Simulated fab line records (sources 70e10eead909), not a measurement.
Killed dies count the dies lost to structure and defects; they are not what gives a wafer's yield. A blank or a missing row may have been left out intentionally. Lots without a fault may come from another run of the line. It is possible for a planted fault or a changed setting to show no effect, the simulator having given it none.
The tool behind it: which one? :: flow nand harc :: 12 lots, 36 wafers sampled, at 6 steps of a route of 1302

== WHAT EACH GAUGE READ, for each wafer ==
NHARC_A_CHANNEL_HOLE_D1_INSPECT_40.
lot: L795
measured: day 9 15:10
on: defect inspect-02
raw defect count: 50 41 73

lot: L796
measured: day 10 01:34
on: defect inspect-02
raw defect count: 35 42 43

lot: L797
measured: day 10 10:07
on: defect inspect-02
raw defect count: 94 98 97

lot: L799
measured: day 11 09:53
on: defect inspect-02
raw defect count: 32 32 43

lot: L798
measured: day 11 11:27
on: defect inspect-01
raw defect count: 81 87 80

lot: L800
measured: day 11 14:13
on: defect inspect-01
raw defect count: 41 34 43

lot: L801
measured: day 12 06:40
on: defect inspect-01
raw defect count: 77 92 82

lot: L802
measured: day 12 14:35
on: defect inspect-01
raw defect count: 83 104 123

lot: L808
measured: day 15 07:50
on: defect inspect-01
raw defect count: 54 61 61

lot: L809
measured: day 15 18:07
on: defect inspect-01
raw defect count: 90 102 108

lot: L813
measured: day 17 10:23
on: defect inspect-02
raw defect count: 73 64 43

lot: L815
measured: day 17 22:32
on: defect inspect-01
raw defect count: 87 71 55

NHARC_A_ONON_D2_THK_MEAS_11: measures by ellipsometry.
lot: L795
measured: day 13 11:20
on: film metro-02
thk nm (nm): 1000 1000 1000

lot: L796
measured: day 13 17:07
on: film metro-02
thk nm (nm): 978 977 979

lot: L797
measured: day 14 04:34
on: film metro-02
thk nm (nm): 992 993 995

lot: L799
measured: day 15 06:39
on: film metro-01
thk nm (nm): 1009 1008 1011

lot: L798
measured: day 15 06:40
on: film metro-01
thk nm (nm): 985 985 983

lot: L800
measured: day 15 18:10
on: film metro-02
thk nm (nm): 1006 1005 1006

lot: L801
measured: day 16 01:52
on: film metro-02
thk nm (nm): 994 994 994

lot: L802
measured: day 16 08:30
on: film metro-02
thk nm (nm): 1002 1000 1001

lot: L808
measured: day 18 17:29
on: film metro-02
thk nm (nm): 697 694 695

lot: L809
measured: day 19 11:22
on: film metro-01
thk nm (nm): 704 703 705

lot: L813
measured: day 21 02:35
on: film metro-01
thk nm (nm): 1000 1001 1002

lot: L815
measured: day 21 10:01
on: film metro-02
thk nm (nm): 993 993 992

NHARC_END_SORT_01.
lot: L808
measured: day 30 10:28
on: prober-01
killed at array: 674 669 676
killed at other: 0 0 0
killed at periphery: 3 8 1
killed dies: 677 677 677
killed open: 4 6 0
killed short: 2 4 6

lot: L809
measured: day 31 23:01
on: prober-02
killed at array: 668 670 671
killed at other: 6 0 1
killed at periphery: 3 7 5
killed dies: 677 677 677
killed open: 5 5 4
killed short: 3 6 5

== TOOL THAT RAN EACH LOT (tool first, then ch and the chambers of the sampled wafers, then the start) ==
lot: L795
NHARC_A_CHANNEL_FILL_D1_ALD_02: ald hk-03 ch 1,3, day 9 15:21
NHARC_A_DECK1_JOINT_ETCHBACK_00: rie si-04 ch 0,1,2, day 12 06:33
NHARC_A_ONON_D2_DEP_09: pecvd onon-02 ch 0, day 13 10:49

lot: L796
NHARC_A_CHANNEL_FILL_D1_ALD_02: ald hk-02 ch 0,2,3, day 10 03:24
NHARC_A_DECK1_JOINT_ETCHBACK_00: rie si-04 ch 0,1,3, day 12 14:31
NHARC_A_ONON_D2_DEP_09: pecvd onon-02 ch 0, day 13 16:36

lot: L797
NHARC_A_CHANNEL_FILL_D1_ALD_02: ald hk-02 ch 0,2, day 10 10:23
NHARC_A_DECK1_JOINT_ETCHBACK_00: rie si-04 ch 2,3, day 12 23:13
NHARC_A_ONON_D2_DEP_09: pecvd onon-01 ch 0, day 14 04:10

lot: L799
NHARC_A_CHANNEL_FILL_D1_ALD_02: ald hk-03 ch 0,1,3, day 11 10:05
NHARC_A_DECK1_JOINT_ETCHBACK_00: rie si-04 ch 0,1,3, day 14 00:22
NHARC_A_ONON_D2_DEP_09: pecvd onon-04 ch 0, day 15 06:08

lot: L798
NHARC_A_CHANNEL_FILL_D1_ALD_02: ald hk-03 ch 0,1,3, day 11 11:43
NHARC_A_DECK1_JOINT_ETCHBACK_00: rie si-06 ch 2,3, day 14 00:22
NHARC_A_ONON_D2_DEP_09: pecvd onon-02 ch 0, day 15 06:16

lot: L800
NHARC_A_CHANNEL_FILL_D1_ALD_02: ald hk-02 ch 1,2,3, day 11 14:28
NHARC_A_DECK1_JOINT_ETCHBACK_00: rie si-05 ch 0,2, day 14 16:49
NHARC_A_ONON_D2_DEP_09: pecvd onon-02 ch 0, day 15 17:43

lot: L801
NHARC_A_CHANNEL_FILL_D1_ALD_02: ald hk-01 ch 0,1,3, day 12 06:52
NHARC_A_DECK1_JOINT_ETCHBACK_00: rie si-05 ch 1,2,3, day 14 21:57
NHARC_A_ONON_D2_DEP_09: pecvd onon-02 ch 0, day 16 01:25

lot: L802
NHARC_A_CHANNEL_FILL_D1_ALD_02: ald hk-01 ch 0,1,3, day 12 14:46
NHARC_A_DECK1_JOINT_ETCHBACK_00: rie si-04 ch 0,1,3, day 15 02:28
NHARC_A_ONON_D2_DEP_09: pecvd onon-01 ch 0, day 16 07:59

lot: L808
NHARC_A_CHANNEL_FILL_D1_ALD_02: ald hk-01 ch 1,2, day 15 08:02
NHARC_A_DECK1_JOINT_ETCHBACK_00: rie si-04 ch 0,2,3, day 17 16:15
NHARC_A_ONON_D2_DEP_09: pecvd onon-02 ch 0, day 18 17:02

lot: L809
NHARC_A_CHANNEL_FILL_D1_ALD_02: ald hk-01 ch 0,3, day 15 18:23
NHARC_A_DECK1_JOINT_ETCHBACK_00: rie si-06 ch 1,2,3, day 18 05:58
NHARC_A_ONON_D2_DEP_09: pecvd onon-02 ch 0, day 19 10:54

lot: L813
NHARC_A_CHANNEL_FILL_D1_ALD_02: ald hk-02 ch 1,2,3, day 17 10:34
NHARC_A_DECK1_JOINT_ETCHBACK_00: rie si-05 ch 1,2, day 20 02:14
NHARC_A_ONON_D2_DEP_09: pecvd onon-01 ch 0, day 21 02:08

lot: L815
NHARC_A_CHANNEL_FILL_D1_ALD_02: ald hk-01 ch 1,2, day 17 23:36
NHARC_A_DECK1_JOINT_ETCHBACK_00: rie si-05 ch 1,2,3, day 20 09:38
NHARC_A_ONON_D2_DEP_09: pecvd onon-04 ch 0, day 21 09:29
- NHARC_A_CHANNEL_FILL_D1_ALD_02: deposits SiO2, target thk 6 nm, pulse time 10 s, ald cycles 60.
- NHARC_A_DECK1_JOINT_ETCHBACK_00: etches the open film in HBr, target depth 30 nm, time 17.4 s.
- NHARC_A_ONON_D2_DEP_09: target thk 1000 nm.

== WHAT THE TOOLS THEMSELVES READ (means of the sampled wafers that have a number; where no wafer has one, the mark that the record gives instead) ==
NHARC_A_CHANNEL_FILL_D1_ALD_02.
lot: L795
tool: ald hk-03
heater power w (W): 457
precursor pulse height rel: 0.976
susceptor temp C (C): 299.87

lot: L796
tool: ald hk-02
heater power w (W): 466
precursor pulse height rel: 1.007
susceptor temp C (C): 300.13

lot: L797
tool: ald hk-02
heater power w (W): 484
precursor pulse height rel: 1.013
susceptor temp C (C): 299.82

lot: L799
tool: ald hk-03
heater power w (W): 475
precursor pulse height rel: 1.001
susceptor temp C (C): 300.19

lot: L798
tool: ald hk-03
heater power w (W): 473
precursor pulse height rel: 1.020
susceptor temp C (C): 299.93

lot: L800
tool: ald hk-02
heater power w (W): 459
precursor pulse height rel: 1.010
susceptor temp C (C): 299.86

lot: L801
tool: ald hk-01
heater power w (W): 432
precursor pulse height rel: 0.992
susceptor temp C (C): 299.97

lot: L802
tool: ald hk-01
heater power w (W): 435
precursor pulse height rel: 0.990
susceptor temp C (C): 300.01

lot: L808
tool: ald hk-01
heater power w (W): 438
precursor pulse height rel: 1.021
susceptor temp C (C): 299.79

lot: L809
tool: ald hk-01
heater power w (W): 410
precursor pulse height rel: 1.005
susceptor temp C (C): 300.21

lot: L813
tool: ald hk-02
heater power w (W): 454
precursor pulse height rel: 1.006
susceptor temp C (C): 299.99

lot: L815
tool: ald hk-01
heater power w (W): 442
precursor pulse height rel: 0.999
susceptor temp C (C): 299.99

NHARC_A_DECK1_JOINT_ETCHBACK_00.
lot: L795
tool: rie si-04
drypump motor current A (A): 5.3
he backside leak sccm (sccm): 2.60
oes product au (a.u.): 0.995
throttle valve pct (%): 23.270

lot: L796
tool: rie si-04
drypump motor current A (A): 5.2
he backside leak sccm (sccm): 2.48
oes product au (a.u.): 1.011
throttle valve pct (%): 23.265

lot: L797
tool: rie si-04
drypump motor current A (A): 5.4
he backside leak sccm (sccm): 2.55
oes product au (a.u.): 0.990
throttle valve pct (%): 23.265

lot: L799
tool: rie si-04
drypump motor current A (A): 5.2
he backside leak sccm (sccm): 2.43
oes product au (a.u.): 1.010
throttle valve pct (%): 23.263

lot: L798
tool: rie si-06
drypump motor current A (A): 5.9
he backside leak sccm (sccm): 2.66
oes product au (a.u.): 0.988
throttle valve pct (%): 23.268

lot: L800
tool: rie si-05
drypump motor current A (A): 6.5
he backside leak sccm (sccm): 2.70
oes product au (a.u.): 0.989
throttle valve pct (%): 23.264

lot: L801
tool: rie si-05
drypump motor current A (A): 6.1
he backside leak sccm (sccm): 2.81
oes product au (a.u.): 0.989
throttle valve pct (%): 23.261

lot: L802
tool: rie si-04
drypump motor current A (A): 5.3
he backside leak sccm (sccm): 2.51
oes product au (a.u.): 1.020
throttle valve pct (%): 23.264

lot: L808
tool: rie si-04
drypump motor current A (A): 5.4
he backside leak sccm (sccm): 2.56
oes product au (a.u.): 1.003
throttle valve pct (%): 23.265

lot: L809
tool: rie si-06
drypump motor current A (A): 5.7
he backside leak sccm (sccm): 2.73
oes product au (a.u.): 0.993
throttle valve pct (%): 23.259

lot: L813
tool: rie si-05
drypump motor current A (A): 6.3
he backside leak sccm (sccm): 2.83
oes product au (a.u.): 0.983
throttle valve pct (%): 23.266

lot: L815
tool: rie si-05
drypump motor current A (A): 6.1
he backside leak sccm (sccm): 2.84
oes product au (a.u.): 0.991
throttle valve pct (%): 23.262

NHARC_A_ONON_D2_DEP_09.
lot: L795
tool: pecvd onon-02
n2o flow sccm (sccm): 1993
sih4 flow sccm (sccm): 210.5
susceptor temp C (C): 399.82

lot: L796
tool: pecvd onon-02
n2o flow sccm (sccm): 2004
sih4 flow sccm (sccm): 209.1
susceptor temp C (C): 399.89

lot: L797
tool: pecvd onon-01
n2o flow sccm (sccm): 2001
sih4 flow sccm (sccm): 210.1
susceptor temp C (C): 399.88

lot: L799
tool: pecvd onon-04
n2o flow sccm (sccm): 1999
sih4 flow sccm (sccm): 210.2
susceptor temp C (C): 400.13

lot: L798
tool: pecvd onon-02
n2o flow sccm (sccm): 1992
sih4 flow sccm (sccm): 211.0
susceptor temp C (C): 400.07

lot: L800
tool: pecvd onon-02
n2o flow sccm (sccm): 2001
sih4 flow sccm (sccm): 210.5
susceptor temp C (C): 400.14

lot: L801
tool: pecvd onon-02
n2o flow sccm (sccm): 2004
sih4 flow sccm (sccm): 209.7
susceptor temp C (C): 399.99

lot: L802
tool: pecvd onon-01
n2o flow sccm (sccm): 2006
sih4 flow sccm (sccm): 209.5
susceptor temp C (C): 400.35

lot: L808
tool: pecvd onon-02
n2o flow sccm (sccm): 1992
sih4 flow sccm (sccm): 209.2
susceptor temp C (C): 400.04

lot: L809
tool: pecvd onon-02
n2o flow sccm (sccm): 1996
sih4 flow sccm (sccm): 209.3
susceptor temp C (C): 400.05

lot: L813
tool: pecvd onon-01
n2o flow sccm (sccm): 2003
sih4 flow sccm (sccm): 210.4
susceptor temp C (C): 399.63

lot: L815
tool: pecvd onon-04
n2o flow sccm (sccm): 2008
sih4 flow sccm (sccm): 209.4
susceptor temp C (C): 400.13

== THE ANSWER, worked out from the rows above alone ==
Rule: the lots themselves supply what counts as usual. The widest of any qualifying gaps counts: lots, ordered by their means at a reading, are off when they make up no more than a third of the lots, leave a main group of 4 or more, and stand apart from it by 3 or more times the standard deviation of that group's means. A main group is skipped when, at the precision printed for the reading in the tables above, its means are all equal. A lot without any number at a reading at which 4 lots or more have one is off too. The other lots that the step has rows for count as sound. After the gauges, taken in route order, come the tools' own readings; for these a lot's mean is taken, as printed above. The first step at which some lot is off is used, and at that step the reading that is off furthest; a lot without a number counts as furthest.
Off: L808, L809 (NHARC_A_ONON_D2_THK_MEAS_11, thk nm). Mean 996 nm and standard deviation 9.1 in the main group.
If a tool, at a process step before that reading, ran all the lots that are off and no sound lot after the first of them, it fits. Gauges at NHARC_A_ONON_D2_THK_MEAS_11: tried the same way as those tools. One fits: pecvd onon-02 at NHARC_A_ONON_D2_DEP_09. Its last sound lot is L801 (day 16 01:25), its first lot that is off L808 (day 18 17:02): a fault that began between those two fits.

== WHAT WAS PUT IN BY THE SIMULATOR ==
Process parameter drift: pecvd onon-02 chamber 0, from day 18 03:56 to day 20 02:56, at NHARC_A_ONON_D2_DEP_09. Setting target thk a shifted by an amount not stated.
Shown lots that were struck: L808, L809. The same result came from the rule above.
